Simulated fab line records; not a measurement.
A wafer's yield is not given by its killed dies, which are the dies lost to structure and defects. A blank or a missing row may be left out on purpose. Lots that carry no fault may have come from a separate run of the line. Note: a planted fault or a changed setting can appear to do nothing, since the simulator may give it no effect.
Chamber matching :: flow nand harc :: pecvd-04 running NHARC_A_STAIRCASE_DEP_280: 3 sister chambers
The step deposits SiON, target thk 30 nm. 6 wafers are shown with their chamber, then 10 later ones without.

== WAFERS, EACH WITH ITS CHAMBER ==
wafer: L081.3
chamber: 0
heater power w (W): 884
rf fwd power W (W): 345.4

wafer: L084.3
chamber: 2
heater power w (W): 735
rf fwd power W (W): 348.8

wafer: L084.4
chamber: 2
heater power w (W): 720
rf fwd power W (W): 347.8

wafer: L084.6
chamber: 1
heater power w (W): 610
rf fwd power W (W): 347.1

wafer: L088.1
chamber: 1
heater power w (W): 622
rf fwd power W (W): 349.1

wafer: L088.3
chamber: 0
heater power w (W): 804
rf fwd power W (W): 347.7

== WAFERS WITH NO CHAMBER GIVEN ==
wafer: L088.4
heater power w (W): 675
rf fwd power W (W): 347.2

wafer: L091.1
heater power w (W): 754
rf fwd power W (W): 349.3

wafer: L091.3
heater power w (W): 726
rf fwd power W (W): 347.7

wafer: L091.4
heater power w (W): 607
rf fwd power W (W): 348.1

wafer: L094.3
heater power w (W): 715
rf fwd power W (W): 348.2

wafer: L094.4
heater power w (W): 745
rf fwd power W (W): 348.0

wafer: L094.5
heater power w (W): 658
rf fwd power W (W): 346.4

wafer: L097.1
heater power w (W): 862
rf fwd power W (W): 346.4

wafer: L097.4
heater power w (W): 732
rf fwd power W (W): 347.7

wafer: L097.5
heater power w (W): 886
rf fwd power W (W): 349.1

== THE CHAMBER EACH PASSED THROUGH ==
wafer: L088.4
from the rows above: can't be placed: 2 or 1
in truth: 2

wafer: L091.1
from the rows above: 2
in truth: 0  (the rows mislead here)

wafer: L091.3
from the rows above: 2
in truth: 2

wafer: L091.4
from the rows above: 1
in truth: 1

wafer: L094.3
from the rows above: 2
in truth: 2

wafer: L094.4
from the rows above: 2
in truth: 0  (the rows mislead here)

wafer: L094.5
from the rows above: can't be placed: 1 or 2
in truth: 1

wafer: L097.1
from the rows above: 0
in truth: 0

wafer: L097.4
from the rows above: 2
in truth: 2

wafer: L097.5
from the rows above: 0
in truth: 0
Placed correctly: 6 of 10. These rows do not allow placing 2 (true chamber among the candidates in 2). Wrongly placed: 2.
How it was worked out, from the rows above alone: a wafer's distance from a chamber is the root of the sum, over the readings, of the square of ((its reading less the chamber's mean) divided by the reading's scatter). If the next closest chamber is less than 2 further off than the closest, the wafer can't be placed; otherwise it belongs to the closest. The mean given for a chamber averages the wafers shown for that chamber. The scatter is the square root of a quotient: the sum, over the shown wafers, of each reading's squared deviation from its chamber's mean, divided by wafers minus chambers.
